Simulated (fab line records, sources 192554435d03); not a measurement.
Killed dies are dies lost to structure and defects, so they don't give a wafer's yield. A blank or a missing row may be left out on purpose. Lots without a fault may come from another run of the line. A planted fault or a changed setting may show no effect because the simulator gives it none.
Which tool did it? | flow n5_finfet | 24 lots, 72 wafers sampled, at 5 steps of a route of 1938

WHAT THE GAUGES READ, wafer by wafer
N5_SD_EPI_N_CD_MEAS_09: target cd 120 nm. Usual: cd_nm 119.8 nm, standard deviation 0.67.
lot  | measured    | on        | cd_nm (nm)        | flag
L074 | day 3 04:17 | cd_sem-01 | 119.5 119.5 117.7 |
L075 | day 3 06:10 | cd_sem-03 | 120.3 120.1 120.3 |
L076 | day 3 12:10 | cd_sem-03 | 119.8 119.8 119.6 |
L077 | day 3 18:41 | cd_sem-03 | 119.2 118.5 119.3 |
L078 | day 4 00:39 | cd_sem-03 | 120.4 119.9 120.2 |
L079 | day 4 05:46 | cd_sem-03 | 120.4 120.6 119.0 |
L080 | day 4 14:23 | cd_sem-01 | 118.9 118.9 118.9 |
L081 | day 4 18:48 | cd_sem-01 | 120.5 118.2 119.9 |
L082 | day 5 02:11 | cd_sem-02 | 120.7 119.4 120.9 |
L083 | day 5 09:51 | cd_sem-01 | 119.9 120.1 119.6 |
L084 | day 5 12:07 | cd_sem-01 | 121.3 120.5 119.7 |
L085 | day 5 22:11 | cd_sem-03 | 119.0 119.4 118.4 |
L086 | day 6 01:38 | cd_sem-01 | 120.2 120.2 120.0 |
L087 | day 6 06:52 | cd_sem-02 | 120.6 120.1 120.3 |
L088 | day 6 12:31 | cd_sem-03 | 120.4 119.6 120.3 |
L089 | day 6 17:39 | cd_sem-02 | 119.6 119.3 119.9 |
L090 | day 7 00:50 | cd_sem-01 | 119.7 119.7 119.8 |
L092 | day 7 13:39 | cd_sem-02 | 120.7 119.8 119.9 |
L093 | day 7 21:16 | cd_sem-01 | 120.5 119.9 120.1 |
L094 | day 8 00:43 | cd_sem-03 | 120.3 120.6 119.0 |
L095 | day 8 06:47 | cd_sem-02 | 120.6 119.6 120.0 |
L096 | day 8 13:08 | cd_sem-02 | 119.6 119.6 120.0 |
L097 | day 8 20:17 | cd_sem-01 | 119.5 119.4 119.9 |
L091 | day 8 21:56 | cd_sem-03 | 120.5 119.8 120.3 |

N5_SD_EPI_N_EPI_MEAS_23. Usual: thk_nm 59.1 nm, standard deviation 1.
lot  | measured    | on            | thk_nm (nm)    | flag
L074 | day 3 08:31 | film_metro-02 | 58.8 59.2 57.0 |
L075 | day 3 11:30 | film_metro-01 | 58.9 58.1 59.4 |
L076 | day 3 16:23 | film_metro-01 | 59.0 59.5 59.2 |
L077 | day 3 23:14 | film_metro-02 | 58.4 59.9 57.9 |
L078 | day 4 05:17 | film_metro-02 | 59.1 56.9 59.0 |
L079 | day 4 09:28 | film_metro-01 | 59.4 60.0 60.4 |
L080 | day 4 19:35 | film_metro-01 | 59.8 59.2 58.3 |
L081 | day 4 23:01 | film_metro-02 | 60.9 59.8 59.9 |
L082 | day 5 05:55 | film_metro-01 | 58.5 61.9 58.6 |
L083 | day 5 14:04 | film_metro-02 | 57.5 60.1 58.2 |
L084 | day 5 16:20 | film_metro-02 | 58.3 60.7 59.4 |
L085 | day 6 02:26 | film_metro-01 | 58.9 59.7 58.9 |
L086 | day 6 06:51 | film_metro-02 | 57.3 59.7 59.8 |
L087 | day 6 12:12 | film_metro-02 | 59.0 59.1 58.8 |
L088 | day 6 16:13 | film_metro-01 | 61.2 60.9 59.8 |
L089 | day 6 23:08 | film_metro-01 | 59.4 59.4 59.7 |
L090 | day 7 05:03 | film_metro-01 | 58.1 58.9 58.9 |
L092 | day 7 17:08 | film_metro-01 | 58.3 58.5 60.3 |
L093 | day 8 01:30 | film_metro-02 | 59.6 59.2 59.4 |
L094 | day 8 04:11 | film_metro-02 | 59.8 57.6 60.0 |
L095 | day 8 10:17 | film_metro-01 | 58.9 59.4 61.4 |
L096 | day 8 17:21 | film_metro-01 | 58.6 57.8 59.1 |
L097 | day 8 23:49 | film_metro-02 | 59.7 58.9 58.1 |
L091 | day 9 01:56 | film_metro-01 | 59.0 59.0 59.6 |

N5_SD_EPI_P_CD_MEAS_09: target cd 240 nm. Usual: cd_nm 239.7 nm, standard deviation 0.76.
lot  | measured    | on        | cd_nm (nm)        | flag
L074 | day 3 09:29 | cd_sem-02 | 239.5 240.8 240.7 |
L075 | day 3 12:27 | cd_sem-02 | 239.3 239.3 239.0 |
L076 | day 3 17:31 | cd_sem-01 | 240.0 240.2 240.7 |
L077 | day 4 00:05 | cd_sem-02 | 239.7 239.6 240.7 |
L078 | day 4 06:14 | cd_sem-02 | 240.2 239.3 239.6 |
L079 | day 4 10:25 | cd_sem-03 | 240.4 240.8 239.6 |
L080 | day 4 20:25 | cd_sem-02 | 239.9 239.9 240.4 |
L081 | day 5 00:09 | cd_sem-01 | 241.1 240.1 240.5 |
L082 | day 5 06:52 | cd_sem-01 | 239.6 238.5 239.1 |
L083 | day 5 15:11 | cd_sem-01 | 239.2 238.3 239.5 |
L084 | day 5 18:17 | cd_sem-01 | 237.9 239.5 239.9 |
L085 | day 6 03:16 | cd_sem-02 | 240.6 240.4 238.7 |
L086 | day 6 07:52 | cd_sem-02 | 239.1 237.6 238.5 |
L087 | day 6 13:13 | cd_sem-01 | 239.1 238.9 240.0 |
L088 | day 6 17:02 | cd_sem-01 | 238.6 238.4 238.1 |
L089 | day 7 00:09 | cd_sem-01 | 239.6 240.2 240.0 |
L090 | day 7 05:53 | cd_sem-01 | 240.1 240.0 239.5 |
L092 | day 7 18:06 | cd_sem-01 | 239.7 238.9 239.6 |
L093 | day 8 02:27 | cd_sem-02 | 239.1 239.0 239.2 |
L094 | day 8 05:01 | cd_sem-01 | 240.7 240.5 239.7 |
L095 | day 8 11:14 | cd_sem-02 | 240.0 239.2 239.7 |
L096 | day 8 19:28 | cd_sem-02 | 239.6 240.4 239.1 |
L097 | day 9 00:38 | cd_sem-01 | 239.8 238.8 239.4 |
L091 | day 9 02:46 | cd_sem-03 | 239.1 238.5 238.7 |

N5_SD_EPI_P_EPI_MEAS_23. Usual: thk_nm 61.2 nm, standard deviation 1.2.
lot  | measured    | on            | thk_nm (nm)    | flag
L074 | day 3 13:57 | film_metro-02 | 61.4 63.5 60.8 |
L075 | day 3 16:06 | film_metro-02 | 59.9 61.8 60.3 |
L076 | day 3 21:09 | film_metro-01 | 62.6 60.4 61.3 |
L077 | day 4 03:44 | film_metro-01 | 60.7 61.9 59.7 |
L078 | day 4 10:33 | film_metro-02 | 61.8 59.2 61.6 |
L079 | day 4 14:04 | film_metro-02 | 64.0 62.4 59.9 |
L080 | day 5 00:04 | film_metro-02 | 60.9 61.0 61.6 |
L081 | day 5 04:56 | film_metro-01 | 60.6 60.1 61.2 |
L082 | day 5 11:20 | film_metro-02 | 62.4 63.6 61.7 |
L083 | day 5 19:40 | film_metro-01 | 60.0 59.4 61.5 |
L084 | day 5 23:43 | film_metro-01 | 61.5 62.3 63.0 |
L085 | day 6 08:52 | film_metro-01 | 61.3 61.6 60.8 |
L086 | day 6 12:22 | film_metro-02 | 62.4 62.0 61.7 |
L087 | day 6 18:53 | film_metro-02 | 59.7 60.0 60.8 |
L088 | day 6 21:32 | film_metro-02 | 60.1 61.6 60.6 |
L089 | day 7 04:37 | film_metro-02 | 61.9 60.9 60.3 |
L090 | day 7 10:25 | film_metro-02 | 61.6 61.1 60.0 |
L092 | day 7 23:28 | film_metro-01 | 63.1 62.2 63.3 |
L093 | day 8 06:55 | film_metro-02 | 62.8 61.0 62.3 |
L094 | day 8 08:39 | film_metro-02 | 62.2 60.1 60.9 |
L095 | day 8 16:01 | film_metro-01 | 61.4 59.7 63.3 |
L096 | day 8 23:56 | film_metro-01 | 60.2 58.1 60.7 |
L097 | day 9 04:17 | film_metro-02 | 61.5 62.7 63.5 |
L091 | day 9 07:15 | film_metro-02 | 62.0 61.4 63.7 |

N5_SDB_OVL_MEAS_12. Usual: SDB_OVL 0.2 nm, standard deviation 0.8.
lot  | measured    | on         | SDB_OVL (nm)   | flag
L074 | day 3 21:40 | overlay-01 | 1.0 0.7 0.1    |
L075 | day 3 23:58 | overlay-02 | 0.7 0.0 -0.7   |
L076 | day 4 05:07 | overlay-01 | -0.4 -1.2 0.5  |
L077 | day 4 11:27 | overlay-01 | -0.3 0.6 0.1   |
L078 | day 4 18:28 | overlay-02 | 0.7 0.3 -0.2   |
L079 | day 4 22:06 | overlay-02 | -0.2 -0.6 -0.8 |
L080 | day 5 08:52 | overlay-01 | 0.1 -0.7 -0.5  |
L081 | day 5 12:40 | overlay-02 | 0.1 0.0 0.0    |
L082 | day 5 18:55 | overlay-02 | -0.4 -1.0 0.2  |
L083 | day 6 03:23 | overlay-01 | 1.9 1.5 1.4    |
L084 | day 6 08:04 | overlay-01 | 2.3 1.8 0.2    |
L085 | day 6 16:47 | overlay-01 | 0.4 1.1 -0.1   |
L086 | day 6 20:12 | overlay-01 | 1.5 0.4 0.4    |
L087 | day 7 03:09 | overlay-01 | -0.5 1.4 0.8   |
L088 | day 7 05:41 | overlay-01 | 0.4 0.6 0.1    |
L089 | day 7 12:25 | overlay-01 | 0.5 -0.6 0.4   |
L090 | day 7 18:16 | overlay-01 | 0.4 -0.1 1.0   |
L092 | day 8 07:04 | overlay-02 | 0.1 -0.5 -0.2  |
L093 | day 8 14:39 | overlay-01 | -0.5 -0.8 0.3  |
L094 | day 8 16:57 | overlay-01 | -2.0 -1.8 -1.1 |
L095 | day 9 00:07 | overlay-02 | 1.2 0.1 -0.2   |
L096 | day 9 08:14 | overlay-02 | 0.2 -0.3 0.9   |
L097 | day 9 12:20 | overlay-02 | -0.3 -0.2 -0.8 |
L091 | day 9 15:12 | overlay-02 | 0.5 1.3 0.4    |

WHICH TOOL RAN EACH LOT (tool, then ch and the chambers of the sampled wafers, then the start)
The record holds no process step before these readings.

WHAT THE TOOLS THEMSELVES READ (means of the sampled wafers that have a number; where no wafer has one, the mark that the record gives instead)
The record holds no such reading with a usual standard deviation.

THE ANSWER, worked out from the rows above alone
Rule: a lot is off if the mean of its wafers that have a number lies more than 3 standard deviations from the usual mean. A lot without any number at a reading at which 4 lots or more have one is off too. The other lots that the step has rows for count as sound. The gauges are gone through in route order, then the tools' own readings, and for those a lot's mean is taken as printed above. The first step at which some lot is off is used, and at that step the reading that is off furthest; a lot without a number counts as furthest.
No lot is off at any reading shown: from this, nothing can be told.

WHAT THE SIMULATOR HAD PUT IN
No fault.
